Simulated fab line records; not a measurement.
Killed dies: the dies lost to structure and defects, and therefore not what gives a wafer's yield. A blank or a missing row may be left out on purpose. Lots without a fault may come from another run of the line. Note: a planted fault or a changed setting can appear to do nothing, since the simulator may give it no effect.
fab line records	flow nand_harc
[record] lots = 6	wafers = 18	last_day = 24
route steps=1159 shown P_M2@330
lots that met no fault: from a run of the same line without faults
start_h: hours from the record's first day to the start of the lot's first wafer shown	wait_h: hours from the lot's prior step to this one	" as in the row above	L1.1+2: a single row standing in for several wafers	- either no value or no given start	* or withheld: withheld	< > ~ a bound
route shown NAME@n: NAME is a module with steps in the file, n the number in the route of the first one	usual: the fault-free wafers' mean and standard deviation	same: alike in all rows	chamber/n: place in a boat	sites: readings site by site	_std_site: how widely they spread, as a standard deviation	_edge_site: the outer-site mean with the inner-site mean subtracted	radius_mm: how far each site lies from the wafer's centre	mask NAME#n: copy n	behind: tool/chamber where the wafer was last shaped	hold: the reason the lot was held/the length of the hold in hours/how it ended	device: the n, p or np transistor that did not switch	end of line: tests run on the same wafers once the route is complete	a step with no rows: only its recipe	killed: dies that structure and defects cost at the first sort, which is not the same as the wafer's yield	map: a wafer's dies, x killed, . not, _ none there
set.NAME: setting as actually run; set.NAME@STEP: the setting as run at that earlier step	model.NAME: the simulator's own value behind a step, which no gauge read
lots at selected steps of the route; one table per step, one row per wafer
services: from which hour (start_h, from the record's first day; less than 0 if before it) a tool's chamber was out of use, for how many hours, and why
[[steps]]
[step NHARC_P_M2_INSPECT_11]
[usual] raw_defect_count = 4.3/2.5
lot.wafer	tool	chamber	start_h	wait_h	raw_defect_count
L406.1	defect_inspect-02	-	179.18	0.0	2
L406.2	"	-	"	"	5
L406.5	"	-	"	"	0
L408.2	defect_inspect-02	-	196.70	0.0	6
L408.3	"	-	"	"	3
L408.4	"	-	"	"	6
L414.3	defect_inspect-02	-	220.02	0.0	2
L414.4	"	-	"	"	3
L414.5	"	-	"	"	9
L416.1	defect_inspect-02	-	229.62	0.0	6
L416.5	"	-	"	"	3
L416.6	"	-	"	"	6
L418.3	defect_inspect-01	-	246.74	0.0	5
L418.4	"	-	"	"	2
L418.5	"	-	"	"	3
L421.1	defect_inspect-01	-	251.99	0.0	3
L421.2	"	-	"	"	3
L421.5	"	-	"	"	2
[step NHARC_P_M2_DESCUM_14]
[recipe] time_s = 3	o2_flow_sccm = 200	ar_flow_sccm = 0	bias_power_w = 0	chemistry = O2
[step NHARC_P_M2_ETCH_35]
[recipe] target_depth_a = 400	overetch_a = 120	time_s = 43.94	ion_energy_ev = 200	n2_flow_sccm = 150	h2_flow_sccm = 150	ar_flow_sccm = 0	rf_w = 400	bias_w = 150	chemistry = N2/H2
[usual] drypump_motor_current_A = 5.8/0.58	h2_flow_sccm = 150.0/0.45	oes_product_au = 0.999/0.0082	rf_fwd_power_W = 395.2/1.6	rf_vpp_V = 430.6/1.6	showerhead_plenum_p_Torr = 2.04/0.053	throttle_valve_pct = 14.172/0.0094
lot.wafer	tool	chamber	start_h	wait_h	drypump_motor_current_A	h2_flow_sccm	oes_product_au	rf_fwd_power_W	rf_hours_counter_h	rf_vpp_V	showerhead_plenum_p_Torr	throttle_valve_pct
L406.1	rie_diel-13	1	179.32	0.1	6.4	149.8	0.983	394.2	33	427.4	1.90	14.174
L406.2	"	3	"	"	5.3	150.1	0.985	392.9	26	425.9	1.90	14.182
L406.5	"	1	"	"	6.4	149.6	0.994	396.1	-	427.9	1.90	14.188
L408.3	rie_diel-04	3	196.84	0.1	5.6	149.2	0.988	399.3	3	430.7	2.06	14.175
L408.2	"	0	"	"	6.1	149.6	0.987	394.6	3	431.1	2.04	14.175
L408.4	"	1	"	"	5.1	149.2	1.000	397.0	3	430.8	2.04	14.152
L414.3	rie_diel-04	2	220.18	0.1	6.7	149.9	1.007	395.6	4	432.9	2.12	14.175
L414.5	"	2	"	"	6.7	150.3	1.003	394.1	-	432.7	2.12	14.152
L414.4	"	0	"	"	6.0	149.6	0.996	393.8	-	430.2	2.04	14.171
L416.1	rie_diel-04	0	229.77	0.1	6.0	150.0	1.007	394.7	4	432.3	2.04	14.178
L416.6	"	0	"	"	6.0	150.0	0.995	393.4	-	430.6	2.04	14.184
L416.5	"	1	"	"	5.1	149.6	1.012	394.0	-	430.6	2.04	14.180
L418.4	rie_diel-04	1	246.89	0.1	5.1	149.5	1.014	393.2	4	429.7	2.04	14.184
L418.3	"	3	"	"	5.5	149.4	1.001	396.2	5	432.9	2.06	14.174
L418.5	"	0	"	"	6.1	150.0	1.003	395.9	-	430.4	2.04	14.180
L421.2	rie_diel-04	1	252.14	0.1	5.1	151.4	1.006	395.4	5	429.1	2.04	14.172
L421.1	"	2	"	"	6.7	149.6	1.006	394.1	6	430.8	2.12	14.179
L421.5	"	1	"	"	5.1	150.9	0.998	396.3	-	431.1	2.04	14.157
[step NHARC_P_M2_ETCH_15]
[recipe] target_depth_a = 1825	time_s = 91.2	c4f8_flow_sccm = withheld	ar_flow_sccm = 400	rf_w = 600	bias_w = 300	chemistry = C4F8/Ar
[usual] oes_product_au = 0.944/0.022	rf_fwd_power_W = 596.2/1.8	rf_vpp_V = 441.0/1.7
lot.wafer	tool	chamber	start_h	wait_h	oes_product_au	rf_fwd_power_W	rf_hours_counter_h	rf_vpp_V
L406.2	rie_diel-13	0	-	-	0.917	597.4	31	439.5
L406.1	"	1	"	"	0.922	597.4	33	437.9
L406.5	"	1	"	"	0.919	598.5	-	436.6
L408.3	rie_diel-04	1	-	-	0.951	593.9	3	442.1
L408.2	"	3	"	"	0.965	595.9	3	441.2
L408.4	"	0	"	"	0.941	596.0	3	439.4
L414.3	rie_diel-04	0	-	-	0.922	594.9	4	440.4
L414.5	"	2	"	"	0.923	598.5	-	444.5
L414.4	"	0	"	"	0.925	593.0	-	441.4
L416.1	rie_diel-04	3	-	-	0.966	597.9	5	442.0
L416.5	"	0	"	"	0.954	594.2	-	441.3
L416.6	"	1	"	"	0.933	598.0	-	441.3
L418.4	rie_diel-04	1	-	-	0.927	595.4	4	441.0
L418.3	"	2	"	"	0.923	593.6	5	442.4
L418.5	"	3	"	"	0.934	597.5	-	440.5
L421.1	rie_diel-04	1	-	-	0.920	597.6	5	440.2
L421.2	"	2	"	"	0.926	593.5	6	443.9
L421.5	"	0	"	"	0.915	592.9	-	440.5
[step NHARC_P_M2_CD_MEAS_16]
[usual] cd_nm = 169.8/0.56
lot.wafer	tool	chamber	start_h	wait_h	cd_nm
L406.1	cd_sem-02	-	179.56	-	169.1
L406.2	"	-	"	"	169.3
L406.5	"	-	"	"	168.5
L408.2	cd_sem-01	-	197.07	-	170.3
L408.3	"	-	"	"	170.2
L408.4	"	-	"	"	169.8
L414.3	cd_sem-02	-	220.43	-	170.2
L414.4	"	-	"	"	170.2
L414.5	"	-	"	"	169.7
L416.1	cd_sem-01	-	229.99	-	170.4
L416.5	"	-	"	"	169.5
L416.6	"	-	"	"	169.1
L418.3	cd_sem-03	-	247.11	-	169.7
L418.4	"	-	"	"	169.5
L418.5	"	-	"	"	169.4
L421.1	cd_sem-03	-	252.36	-	168.5
L421.2	"	-	"	"	168.6
L421.5	"	-	"	"	169.3
[step NHARC_P_M2_STRIP_18]
[recipe] power_w = 1000	n2_flow_sccm = 150	h2_flow_sccm = 150	ar_flow_sccm = 0	bias_w = 0	chemistry = N2/H2
[usual] drypump_motor_current_A = 5.8/0.61	h2_flow_sccm = 150.0/0.46	oes_product_au = 0.999/0.0068	rf_fwd_power_W = 997.5/2.9	rf_vpp_V = 90.6/0.89	showerhead_plenum_p_Torr = 2.04/0.052	throttle_valve_pct = 14.172/0.0091
lot.wafer	tool	chamber	start_h	wait_h	drypump_motor_current_A	h2_flow_sccm	oes_product_au	rf_fwd_power_W	rf_hours_counter_h	rf_vpp_V	showerhead_plenum_p_Torr	throttle_valve_pct
L406.2	rie_diel-05	3	179.64	0.1	5.0	149.7	0.986	1005.5	1	90.0	2.03	14.163
L406.1	"	2	"	"	4.7	149.5	0.990	993.8	1	91.5	2.04	14.185
L406.5	"	0	"	"	5.8	150.1	0.994	999.4	-	91.9	2.00	14.159
L408.2	rie_diel-04	3	197.17	0.1	5.6	150.1	0.997	997.9	3	91.8	2.06	14.171
L408.4	"	0	"	"	6.1	150.7	1.002	997.4	3	90.6	2.04	14.169
L408.3	"	1	"	"	5.1	149.7	1.012	998.4	3	91.7	2.04	14.191
L414.3	rie_diel-04	0	220.50	0.1	6.1	150.0	1.000	993.7	4	90.8	2.04	14.174
L414.5	"	0	"	"	6.1	149.8	0.999	994.3	-	91.8	2.04	14.158
L414.4	"	3	"	"	5.5	150.0	0.993	996.0	-	91.9	2.06	14.180
L416.1	rie_diel-13	0	230.13	0.1	5.4	149.6	1.007	999.6	49	90.2	1.97	14.161
L416.6	"	2	"	"	6.3	150.4	0.991	993.5	-	89.8	1.99	14.160
L416.5	"	0	"	"	5.4	149.8	1.011	997.8	-	90.5	1.97	14.165
L418.3	rie_diel-13	1	247.18	0.1	6.4	149.5	0.994	996.0	57	89.5	1.89	14.165
L418.4	"	2	"	"	6.3	150.2	0.988	997.2	56	90.6	1.99	14.161
L418.5	"	1	"	"	6.4	149.7	1.002	1000.8	-	89.7	1.89	14.159
L421.1	rie_diel-04	1	252.46	0.1	5.1	150.4	1.007	997.8	5	91.0	2.04	14.172
L421.2	"	3	"	"	5.5	150.1	1.001	999.5	5	90.0	2.06	14.177
L421.5	"	0	"	"	6.0	150.4	1.002	993.1	-	90.8	2.04	14.171
[step NHARC_P_M2_ETCH_28]
[recipe] target_depth_a = 300	over_etch_frac = 0.3	time_s = 72.99	ion_energy_ev = 150	cf4_flow_sccm = 50	n2_flow_sccm = 100	ar_flow_sccm = 150	rf_w = 300	bias_w = 100	chemistry = CF4/N2
[step NHARC_P_M2_STRIP_19]
[recipe] time_s = 600	temp_c = 30	chemistry = post_etch_residue_remover
[step NHARC_P_M2_DEGAS_29]
[recipe] temp_c = 250	time_s = 60
[usual] heater_power_w = 317/22	susceptor_temp_C = 249.99/0.15
lot.wafer	tool	chamber	start_h	wait_h	heater_power_w	susceptor_temp_C
L406.2	pvd_sputter-03	-	180.34	-	294	250.02
L406.1	"	-	"	"	310	250.31
L406.5	"	-	"	"	304	250.05
L408.2	pvd_sputter-02	-	197.78	-	353	-
L408.3	"	-	"	"	324	-
L408.4	"	-	"	"	313	-
L414.4	pvd_sputter-03	-	221.22	-	289	249.92
L414.3	"	-	"	"	315	249.94
L414.5	"	-	"	"	287	249.93
L416.1	pvd_sputter-03	-	230.77	-	308	250.03
L416.5	"	-	"	"	315	249.96
L416.6	"	-	"	"	323	249.97
L418.3	pvd_sputter-02	-	247.84	-	361	249.63
L418.4	"	-	"	"	336	250.13
L418.5	"	-	"	"	324	250.08
L421.2	pvd_sputter-03	-	253.10	-	323	249.90
L421.1	"	-	"	"	310	250.15
L421.5	"	-	"	"	322	250.00
[step NHARC_P_M2_PRE_CLEAN_30]
[recipe] time_s = 30	temp_c = 280	gas = H2/He
[step NHARC_P_M2_PVD_20]
[recipe] target_thk_a = 50	bias_v = 168.6	power_w = 15000	chamber_pressure_pa = 0.12	time_s = 8.06	substrate_temp_c = 50	material = TaN
[usual] throttle_valve_pct = 29.9/0.78
lot.wafer	tool	chamber	start_h	wait_h	throttle_valve_pct
L406.1	pvd_sputter-03	-	-	-	28.8
L406.2	"	-	"	"	28.7
L406.5	"	-	"	"	28.9
L408.2	pvd_sputter-02	-	-	-	29.9
L408.4	"	-	"	"	30.0
L408.3	"	-	"	"	29.0
L414.3	pvd_sputter-03	-	-	-	30.6
L414.4	"	-	"	"	30.5
L414.5	"	-	"	"	30.5
L416.1	pvd_sputter-03	-	-	-	28.9
L416.5	"	-	"	"	28.8
L416.6	"	-	"	"	29.2
L418.4	pvd_sputter-02	-	-	-	29.8
L418.3	"	-	"	"	28.9
L418.5	"	-	"	"	30.3
L421.2	pvd_sputter-03	-	-	-	30.5
L421.1	"	-	"	"	30.0
L421.5	"	-	"	"	29.0
[step NHARC_P_M2_PVD_21]
[recipe] target_thk_a = 300	chamber_pressure_pa = 5	power_w = 5000	substrate_temp_c = 30	time_s = 20.49	material = Cu
[step NHARC_P_M2_ECD_22]
[recipe] target_thk_a = 4000	bath_temp_c = 25	material = Cu
lot.wafer	tool	chamber	start_h	wait_h
L406.1+2+5	ecd_cu-01	0,1,0	181.31	-
L408.2+4+3	ecd_cu-02	1,1,0	198.14	-
L414.3+4+5	ecd_cu-02	1,0,0	221.68	-
L416.1+6+5	ecd_cu-02	1,0,1	231.16	-
L418.3+4+5	ecd_cu-01	0,1,1	248.28	-
L421.1+2+5	ecd_cu-01	1,0,0	253.47	-
[step NHARC_P_M2_ANNEAL_31]
[recipe] temp_c = 225	time_s = 90
[step NHARC_P_M2_CMP_23]
[recipe] t_overpolish_s = 20	target_thk_nm = 144.3
[usual] motor_current_A = 12.2/0.97	retaining_ring_pressure_frac = 1.001/0.0054	time_to_endpoint_s = 28.2/1.9
lot.wafer	tool	chamber	start_h	wait_h	motor_current_A	retaining_ring_pressure_frac	time_to_endpoint_s
L406.2	cmp-04	0	182.09	-	10.8	0.995	23.4
L406.1	"	1	"	"	11.6	0.993	26.1
L406.5	"	2	"	"	11.9	1.006	27.1
L408.4	cmp-02	1	198.85	-	11.4	0.998	25.4
L408.2	"	2	"	"	13.4	1.003	25.7
L408.3	"	0	"	"	12.8	0.989	25.7
L414.3	cmp-02	1	222.33	-	11.4	1.000	18.1
L414.4	"	3	"	"	11.4	1.009	29.5
L414.5	"	1	"	"	11.2	0.995	33.2
L416.1	cmp-04	0	231.86	-	10.5	1.009	29.2
L416.5	"	3	"	"	12.4	1.000	29.2
L416.6	"	0	"	"	10.5	1.012	16.9
L418.3	cmp-02	3	248.89	-	10.9	1.006	30.3
L418.4	"	0	"	"	11.7	1.009	31.7
L418.5	"	0	"	"	11.4	1.011	27.0
L421.2	cmp-01	1	254.22	-	13.1	1.004	28.2
L421.1	"	3	"	"	12.5	0.999	27.3
L421.5	"	1	"	"	12.5	1.002	27.4
[step NHARC_P_M2_THK_MEAS_24]
[recipe] thk_meas_gauge = xrf
[usual] thk_nm = 144.4/1.2
lot.wafer	tool	chamber	start_h	wait_h	thk_nm
L406.1	film_metro-01	-	182.35	-	145.2
L406.2	"	-	"	"	145.3
L406.5	"	-	"	"	144.6
L408.2	film_metro-01	-	199.17	-	144.3
L408.3	"	-	"	"	144.4
L408.4	"	-	"	"	142.8
L414.3	film_metro-01	-	222.62	-	145.4
L414.4	"	-	"	"	144.9
L414.5	"	-	"	"	145.3
L416.1	film_metro-02	-	232.14	-	144.7
L416.5	"	-	"	"	147.2
L416.6	"	-	"	"	144.3
L418.3	film_metro-01	-	249.21	-	145.0
L418.4	"	-	"	"	143.7
L418.5	"	-	"	"	142.1
L421.1	film_metro-01	-	254.51	-	144.8
L421.2	"	-	"	"	144.8
L421.5	"	-	"	"	144.3
[[services]]
tool	chamber	start_h	hours	kind
rie_diel-13	-	159.92	0.2	repair
cmp-01	-	162.87	1.7	repair
rie_diel-05	-	163.60	9.0	pm
cmp-01	-	166.60	0.9	repair
rie_diel-04	0	169.92	-	clean
pvd_sputter-03	-	176.54	1.5	repair
ecd_cu-02	-	180.21	8.0	pm
cmp-01	-	183.12	4.0	pm
rie_diel-05	3	185.74	23.8	repair
rie_diel-13	2	191.71	3.1	repair
cmp-02	-	197.83	0.8	repair
pvd_sputter-02	-	199.40	1.1	repair
ecd_cu-02	-	201.23	0.3	repair
cmp-04	-	203.00	4.0	pm
cmp-01	-	212.17	0.9	repair
pvd_sputter-02	-	214.00	10.0	pm
rie_diel-13	3	216.17	14.1	repair
rie_diel-04	1	218.09	9.9	repair
cmp-02	-	226.19	1.0	repair
pvd_sputter-02	-	232.15	3.7	repair
cmp-01	-	234.57	0.2	repair
cmp-04	-	238.24	1.5	repair
cmp-02	-	239.94	2.7	repair
pvd_sputter-02	-	250.75	45.5	repair
[[key]]
[first_sign] step = NHARC_P_M2_CMP_23	reading = time_to_endpoint_s	direction = down	sigmas = 5.5	usual = *	struck = *
effect none on later readings
met_at NHARC_P_M2_ECD_22
struck_wafers L414.3,L416.6
sort_left_out L414.3,L416.6
onset_between 198.14 221.68
[fault] kind = process_parameter_drift	tool = ecd_cu-02	chamber = -	onset_h = 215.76	steps = NHARC_P_M2_ECD_22	channel = target_thk_a	offset = *	shape = step	end_h = 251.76	scope = struck_wafers_only	acts_in = *	stated = *
// sort_left_out: the simulated sort isn't trusted on such a fault, so these wafers' sort isn't shown, and their yield isn't known
